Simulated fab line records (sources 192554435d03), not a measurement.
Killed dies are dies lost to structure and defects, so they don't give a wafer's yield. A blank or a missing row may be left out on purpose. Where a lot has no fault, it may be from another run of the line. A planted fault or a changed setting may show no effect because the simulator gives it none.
One fault through the eyes of 2 desks :: flow n5 finfet :: numbers are kept per desk, each desk with only its own; the story behind them comes last

== DESK OF THE TOOL OWNER: rie si-05 ==
The tool's own readings at N5_DUMMY_GATE_ETCH_32 (etches SiO2 in CF4, target depth 3.5 nm, time 3.9 s): means of the sampled wafers that have a number, for each lot that ran on this tool. A lot is out of limits, marked OUT, if its mean lies more than 4 standard deviations from the usual mean; the brackets give that distance.
Columns: A = drypump motor current A at N5_DUMMY_GATE_ETCH_32, usual 5.6 A; B = he backside leak sccm at N5_DUMMY_GATE_ETCH_32, usual 2.7 sccm; C = oes product au at N5_DUMMY_GATE_ETCH_32, usual 1.004 a.u.; D = throttle valve pct at N5_DUMMY_GATE_ETCH_32, usual 21.8 %
lot: L633
first seen here: day 4 09:57
A: 5.7
B: 2.5
C: 1.013
D: 22.0

lot: L636
first seen here: day 5 04:31
A: 5.8
B: 2.7
C: 1.011
D: 21.8

lot: L641
first seen here: day 6 14:33
A: 5.8
B: 2.6
C: 1.011
D: 21.8

lot: L642
first seen here: day 6 20:06
A: 6.0
B: 2.8
C: 1.124 (+7.5) OUT
D: 21.8

lot: L644
first seen here: day 7 06:15
A: 5.3
B: 2.5
C: 1.129 (+7.8) OUT
D: 21.9

lot: L645
first seen here: day 7 10:37
A: 5.9
B: 2.8
C: 1.131 (+7.9) OUT
D: 22.0
This desk's verdict: out of limits on L642, L644, L645, starting with L642 at day 6 20:06 (oes product au at N5_DUMMY_GATE_ETCH_32). In limits: L633, L636, L641.

== FROM THE METROLOGY DESK ==
What the gauges read for every lot (on any tool): the sampled wafers with a number, averaged. A lot is out of limits, marked OUT, if its mean lies more than 4 standard deviations from the usual mean; the brackets give that distance. 7 of its 11 readings are shown, namely those furthest out on some lot.
Columns: A = cd nm at N5_DUMMY_GATE_CD_MEAS_50, usual 14.0 nm; B = IOFF_N at N5_BEOL_M4_RC_MEAS_101, usual 0.16 nA/um; C = IOFF_P at N5_BEOL_M4_RC_MEAS_101, usual 0.21 nA/um; D = ION_P at N5_BEOL_M4_RC_MEAS_101, usual 464 uA/um; E = SS_N at N5_BEOL_M4_RC_MEAS_101, usual 71.5 mV/dec; F = SS_P at N5_BEOL_M4_RC_MEAS_101, usual 73.3 mV/dec; G = VT_P at N5_BEOL_M4_RC_MEAS_101, usual -250 mV
lot: L633
first seen here: day 4 09:40
A: 13.7
B: 0.19
C: 0.23
D: 474
E: 71.8
F: 74.4
G: -247

lot: L634
first seen here: day 4 20:02
A: 14.3
B: 0.19
C: 0.25
D: 465
E: 71.6
F: 73.0
G: -246

lot: L636
first seen here: day 5 04:13
A: 14.5
B: 0.14
C: 0.18
D: 449
E: 71.4
F: 72.9
G: -253

lot: L641
first seen here: day 6 14:11
A: 14.0
B: 0.16
C: 0.20
D: 465
E: 72.3
F: 73.1
G: -249

lot: L642
first seen here: day 6 19:49
A: 14.8
B: 0.11
C: 0.15
D: 452
E: 70.5
F: 72.5
G: -255

lot: L644
first seen here: day 7 05:58
A: 14.3
B: 0.15
C: 0.21
D: 454
E: 71.8
F: 73.9
G: -252

lot: L645
first seen here: day 7 10:19
A: 13.9
B: 0.18
C: 0.23
D: 466
E: 72.1
F: 74.0
G: -248

lot: L647
first seen here: day 7 23:29
A: 14.2
B: 0.16
C: 0.19
D: 462
E: 71.5
F: 73.2
G: -254

lot: L648
first seen here: day 8 06:39
A: 14.0
B: 0.15
C: 0.21
D: 459
E: 71.9
F: 73.5
G: -249

lot: L650
first seen here: day 9 01:32
A: 13.7
B: 0.15
C: 0.21
D: 458
E: 71.1
F: 73.5
G: -249
This desk's finding: nothing out of limits on any of the 10 lots.

== TAKEN TOGETHER ==
The tool owner's desk could have raised an alarm at day 6 20:06, on L642, L644, L645.
The metrology desk saw nothing out of limits.
The metrology desk holds a record of L642, L644, L645, inside its limits.
Every lot named ran N5_DUMMY_GATE_ETCH_32 on rie si-05.

== WHAT WAS PUT IN BY THE SIMULATOR ==
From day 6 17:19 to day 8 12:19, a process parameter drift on rie si-05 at N5_DUMMY_GATE_ETCH_32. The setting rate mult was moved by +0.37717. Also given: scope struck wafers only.
Shown lots that were struck: L642, L644, L645.
Each desk's first reading out of limits, in hours after the fault started: the tool owner's desk, 3.
